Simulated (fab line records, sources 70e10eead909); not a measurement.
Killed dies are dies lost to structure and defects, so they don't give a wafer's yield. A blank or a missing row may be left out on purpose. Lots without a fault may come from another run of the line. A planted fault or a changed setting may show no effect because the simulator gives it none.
Chamber matching | flow nand_harc | NHARC_A_WL_FILL_CMP_12 on cmp-04: 3 sister chambers
The step polishes, t overpolish 30 s, target thk 75 nm. 6 wafers are shown with their chamber, then 5 later ones without.

WAFERS WITH THEIR CHAMBER
wafer  | chamber | motor_current_A (A) | time_to_endpoint_s (s)
L078.3 | 0       | 10.8                | 14.1
L085.2 | 0       | 11.1                | 14.2
L085.3 | 1       | 12.8                | 8.5
L085.6 | 2       | 12.0                | 12.6
L087.4 | 2       | 11.5                | 14.7
L087.5 | 1       | 11.9                | 10.9

WAFERS WITHOUT THEIR CHAMBER
wafer  | motor_current_A (A) | time_to_endpoint_s (s)
L087.6 | 11.0                | 11.6
L092.3 | 11.5                | 13.4
L092.6 | 10.7                | 14.3
L094.4 | 11.4                | 13.3
L094.6 | 10.7                | 13.4

WHICH CHAMBER EACH WENT THROUGH
wafer  | from the rows above          | in truth
L087.6 | can't be placed: 0 or 2 or 1 | 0
L092.3 | can't be placed: 2 or 0      | 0
L092.6 | can't be placed: 0 or 2      | 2
L094.4 | can't be placed: 2 or 0      | 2
L094.6 | can't be placed: 0 or 2      | 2
Placed correctly: 0 of 5. Can't be placed from these rows: 5 (the true chamber is among the candidates in 5). Placed wrongly: 0.
How it was worked out, from the rows above alone: a wafer's distance from a chamber is the root of the sum, over the readings, of the square of ((its reading less the chamber's mean) divided by the reading's scatter). The wafer belongs to the nearest chamber; if the next one is less than 2 further off, it can't be placed. A chamber's mean is the mean of its shown wafers. The scatter: the root of (the sum of the squares of (reading less its chamber's mean) over the shown wafers, divided by (wafers less chambers)).
